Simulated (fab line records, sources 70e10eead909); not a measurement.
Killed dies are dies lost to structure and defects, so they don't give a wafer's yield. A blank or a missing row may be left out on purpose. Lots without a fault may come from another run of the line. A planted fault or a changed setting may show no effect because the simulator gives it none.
Which tool did it? | flow nand_harc | 14 lots, 42 wafers sampled, at 5 steps of a route of 1302

WHAT THE GAUGES READ, wafer by wafer
NHARC_P_M1_INSPECT_27.
lot  | measured     | on                | raw_defect_count
L144 | day 6 19:22  | defect_inspect-02 | 418 371 250
L145 | day 7 00:20  | defect_inspect-01 | 327 261 279
L146 | day 7 13:37  | defect_inspect-02 | 297 252 248
L147 | day 7 20:52  | defect_inspect-01 | 331 192 342
L148 | day 8 08:11  | defect_inspect-01 | 369 210 257
L149 | day 8 09:16  | defect_inspect-01 | 348 206 268
L151 | day 9 11:50  | defect_inspect-02 | 168 228 196
L152 | day 9 14:08  | defect_inspect-01 | 277 211 237
L153 | day 10 10:44 | defect_inspect-02 | 274 270 187
L154 | day 10 14:11 | defect_inspect-01 | 331 313 415
L155 | day 11 03:07 | defect_inspect-02 | 271 236 190
L156 | day 11 06:48 | defect_inspect-02 | 334 355 248
L160 | day 13 17:16 | defect_inspect-01 | 192 337 270
L167 | day 15 22:20 | defect_inspect-01 | 329 212 299

NHARC_P_M2_CD_MEAS_09: target cd 170 nm.
lot  | measured     | on        | cd_nm (nm)
L144 | day 6 20:36  | cd_sem-01 | 171.6 170.0 169.5
L145 | day 7 01:44  | cd_sem-03 | 169.6 169.9 170.4
L146 | day 7 14:54  | cd_sem-03 | 169.5 170.2 170.9
L147 | day 7 22:08  | cd_sem-03 | 168.8 167.9 169.0
L148 | day 8 09:28  | cd_sem-03 | 171.7 170.1 170.7
L149 | day 8 10:31  | cd_sem-03 | 171.0 170.1 171.2
L151 | day 9 13:13  | cd_sem-03 | 170.3 169.2 170.2
L152 | day 9 15:25  | cd_sem-01 | 169.8 171.2 170.9
L153 | day 10 12:15 | cd_sem-01 | 168.3 168.2 168.5
L154 | day 10 15:37 | cd_sem-03 | 168.6 169.5 169.8
L155 | day 11 04:29 | cd_sem-02 | 169.6 170.0 169.1
L156 | day 11 09:09 | cd_sem-01 | 169.8 168.3 170.2
L160 | day 13 19:40 | cd_sem-03 | 171.0 170.8 169.2
L167 | day 16 00:01 | cd_sem-01 | 169.3 171.1 169.7

NHARC_END_SORT_01.
lot  | measured     | on        | defect_limited_yield (%) | killed_at_array | killed_at_other | killed_at_periphery | killed_dies | killed_open | killed_short
L156 | day 29 07:20 | prober-02 | 0 0 0                    | 66 75 65        | 1 2 2           | 610 600 610         | 677 677 677 | 3 6 5       | 1 2 2
L160 | day 32 06:49 | prober-02 | 0 0 0                    | 70 76 75        | 0 1 0           | 607 600 602         | 677 677 677 | 3 4 0       | 0 2 5

WHICH TOOL RAN EACH LOT (tool, then ch and the chambers of the sampled wafers, then the start)
lot  | NHARC_P_M1_PVD_21                       | NHARC_P_M2_DEP_00
L144 | pvd_sputter-02, day 6 19:22 or earlier  | pecvd-02 ch 0,1, day 6 19:53
L145 | pvd_sputter-03, day 7 00:20 or earlier  | pecvd-02 ch 1,2, day 7 00:59
L146 | pvd_sputter-03, day 7 13:37 or earlier  | pecvd-03 ch 0,2, day 7 14:14
L147 | pvd_sputter-01, day 7 20:52 or earlier  | pecvd-01 ch 0,1, day 7 21:31
L148 | pvd_sputter-01, day 8 08:11 or earlier  | pecvd-02 ch 0,2, day 8 08:45
L149 | pvd_sputter-01, day 8 09:16 or earlier  | pecvd-03 ch 0,1,2, day 8 09:49
L151 | pvd_sputter-01, day 9 11:50 or earlier  | pecvd-01 ch 0,2, day 9 12:22
L152 | pvd_sputter-02, day 9 14:08 or earlier  | pecvd-02 ch 0,1,2, day 9 14:45
L153 | pvd_sputter-02, day 10 10:44 or earlier | pecvd-03 ch 0,1,2, day 10 11:27
L154 | pvd_sputter-02, day 10 14:11 or earlier | pecvd-03 ch 0,2, day 10 14:58
L155 | pvd_sputter-01, day 11 03:07 or earlier | pecvd-03 ch 1,2, day 11 03:39
L156 | pvd_sputter-01, day 11 06:48 or earlier | pecvd-01 ch 0,2, day 11 07:30
L160 | pvd_sputter-03, day 13 17:16 or earlier | pecvd-03 ch 0,1, day 13 18:00
L167 | pvd_sputter-02, day 15 22:20 or earlier | pecvd-02 ch 1,2, day 15 23:10
- NHARC_P_M1_PVD_21: deposits Cu, target thk 30 nm, time 20.49 s.
- NHARC_P_M2_DEP_00: deposits SiOC, target thk 182.5 nm.

WHAT THE TOOLS THEMSELVES READ (means of the sampled wafers that have a number; where no wafer has one, the mark that the record gives instead)
NHARC_P_M1_PVD_21.
lot  | tool           | chamber_pressure_pa (Pa) | throttle_valve_pct (%)
L144 | pvd_sputter-02 | 5.011                    | 28.9
L145 | pvd_sputter-03 | 5.010                    | 30.3
L146 | pvd_sputter-03 | 5.004                    | 30.0
L147 | pvd_sputter-01 | 5.002                    | 30.7
L148 | pvd_sputter-01 | 5.010                    | 30.7
L149 | pvd_sputter-01 | 5.004                    | 30.7
L151 | pvd_sputter-01 | 5.002                    | 30.1
L152 | pvd_sputter-02 | 4.999                    | 28.6
L153 | pvd_sputter-02 | 4.997                    | 28.6
L154 | pvd_sputter-02 | 4.996                    | 28.9
L155 | pvd_sputter-01 | 4.996                    | 31.4
L156 | pvd_sputter-01 | 4.997                    | 30.5
L160 | pvd_sputter-03 | 4.991                    | 29.8
L167 | pvd_sputter-02 | 5.007                    | 29.2

NHARC_P_M2_DEP_00.
lot  | tool     | chamber_pressure_Torr (Torr)
L144 | pecvd-02 | 5.002
L145 | pecvd-02 | 5.004
L146 | pecvd-03 | 4.998
L147 | pecvd-01 | 5.002
L148 | pecvd-02 | 5.001
L149 | pecvd-03 | 4.985
L151 | pecvd-01 | 5.006
L152 | pecvd-02 | 5.000
L153 | pecvd-03 | 4.998
L154 | pecvd-03 | 4.992
L155 | pecvd-03 | 5.004
L156 | pecvd-01 | 5.000
L160 | pecvd-03 | 5.008
L167 | pecvd-02 | 5.008

THE ANSWER, worked out from the rows above alone
Rule: what is usual is taken from the lots themselves. Put in order of their means at a reading, lots are off if they are a third of the lots or fewer, leave a main group of 4 or more, and stand apart from it by a gap of 3 or more times the standard deviation of the main group's means; of several such gaps the widest counts. A main group whose means are all the same, to the digits that the tables above print for the reading, isn't used. A lot without any number at a reading at which 4 lots or more have one is off too. The other lots that the step has rows for count as sound. The gauges are gone through in route order, then the tools' own readings, and for those a lot's mean is taken as printed above. The first step at which some lot is off is used, and at that step the reading that is off furthest; a lot without a number counts as furthest.
No lot is off at any reading shown: from this, nothing can be told.

WHAT THE SIMULATOR HAD PUT IN
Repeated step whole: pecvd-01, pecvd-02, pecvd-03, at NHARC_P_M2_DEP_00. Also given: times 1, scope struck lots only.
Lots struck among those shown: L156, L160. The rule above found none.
